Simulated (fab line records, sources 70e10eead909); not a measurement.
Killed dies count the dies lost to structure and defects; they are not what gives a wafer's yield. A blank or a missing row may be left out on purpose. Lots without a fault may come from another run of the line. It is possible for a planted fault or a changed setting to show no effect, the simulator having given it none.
Struck lot and sound lot, side by side    flow nand harc    15 steps out of a route of 1159
Sound: these wafers, L717.1, L717.2, L717.4. Struck: wafers L735.2, L735.5, L735.6. The cause comes at the end.
Order at every step that has rows: each side's tool, ch and its chambers, its first start. Under that, the readings that differ: sound wafers    struck wafers    difference of the means    sigmas: that difference in standard deviations of wafers without a fault.
alike: readings with means less than 2 such deviations apart, plus words and numbers identical on both sides. not compared: withheld readings, readings lacking a value on some wafer, bounds such as >300 that could conceal the same value, and numbers that have no deviation in the record and whose values overlap.
A row with sigmas, a row that says differs or no value, or rows on one side alone: a step with any of these is where the two part. Numbers that don't overlap but have no deviation are shown without sigmas and don't part them. Lack of a reading on every wafer of one side parts them only where that side has two or more wafers.

first, 1 step without rows for these wafers: NHARC_A_CHANNEL_HOLE_D1_STRIP_43 (strips in O2/COS).
NHARC_A_CHANNEL_HOLE_D1_ETCH_44: etches the open film in CF4/O2, target depth 140 nm, overetch 14 nm, time 77 s.
  sound on rie diel-03 ch 1,2,3, day 9 12:16; struck on rie diel-03 ch 0,1,3, day 14 00:32
  alike: drypump motor current A, o2 flow sccm, oes product au, rf vpp V, showerhead plenum p Torr, throttle valve pct
  not compared: rf hours counter h
then, 3 steps without rows for these wafers: NHARC_A_CHANNEL_HOLE_D1_STRIP_27 (strips in O2); NHARC_A_CHANNEL_HOLE_D1_PRECLEAN_28 (cleans in SC1); NHARC_A_CHANNEL_HOLE_D1_SRD_29.
NHARC_A_CHANNEL_HOLE_D1_CD_MEAS_30:
  struck on cd sem-01, day 14 01:19; sound on cd sem-02, day 9 13:04
  alike: cd nm
NHARC_A_CHANNEL_HOLE_D1_XSEM_31:
  sound on xsem-02 ch 0, day 9 13:09; struck on xsem-01 ch 0, day 14 01:25
reading             sound           struck          difference  sigmas
tilt deg (degrees)  0.05 0.05 0.05  0.13 0.13 0.13  +0.08       +2
  alike: bot cd nm, bow nm
NHARC_A_CHANNEL_HOLE_D1_INSPECT_40:
  struck on defect inspect-01, day 14 01:32; sound on defect inspect-02, day 9 13:15
  alike: raw defect count
then, 2 steps without rows for these wafers: NHARC_A_CHANNEL_FILL_D1_PRECLEAN_00 (cleans in SC1); NHARC_A_CHANNEL_FILL_D1_SRD_01.
NHARC_A_CHANNEL_FILL_D1_ALD_02: deposits SiO2, target thk 6 nm, pulse time 10 s, ald cycles 60.
  sound on ald hk-04 ch 1,2,3, day 9 13:33; struck on ald hk-04 ch 0,2,3, day 14 01:52
  alike: ald cycles, heater power w, precursor pulse height rel
NHARC_A_CHANNEL_FILL_D1_ALD_03: deposits SiNx, target thk 6 nm, pulse time 60 s, ald cycles 58.
  sound on ald sin batch-02 ch 0; struck on ald sin batch-01 ch 0
  alike: ald cycles, precursor pulse height rel
NHARC_A_CHANNEL_FILL_D1_ALD_14: deposits SiO2, target thk 2.5 nm, pulse time 10 s, ald cycles 25.
  sound on ald hk-03 ch 0,2,3, day 9 19:33; struck on ald hk-03 ch 1,2, day 14 08:59
reading     sound     struck    difference  sigmas
ald cycles  25 25 25  22 22 22  -3          
  alike: heater power w, precursor pulse height rel
NHARC_A_CHANNEL_FILL_D1_ALD_15: deposits SiNx, target thk 2 nm, pulse time 60 s, ald cycles 19.
  sound on ald sin batch-01 ch 0; struck on ald sin batch-01 ch 0
  alike: ald cycles, precursor pulse height rel
following that, these wafers have no rows for 1 step: NHARC_END_SORT_01.

== WHERE THEY PART ==
At NHARC_A_CHANNEL_HOLE_D1_XSEM_31 and nowhere else, as far as this record goes. Later steps at which nothing parts them and some readings are alike: NHARC_A_CHANNEL_HOLE_D1_INSPECT_40, NHARC_A_CHANNEL_FILL_D1_ALD_02, NHARC_A_CHANNEL_FILL_D1_ALD_03, NHARC_A_CHANNEL_FILL_D1_ALD_14, NHARC_A_CHANNEL_FILL_D1_ALD_15.

WHY: what had been put in by the simulator
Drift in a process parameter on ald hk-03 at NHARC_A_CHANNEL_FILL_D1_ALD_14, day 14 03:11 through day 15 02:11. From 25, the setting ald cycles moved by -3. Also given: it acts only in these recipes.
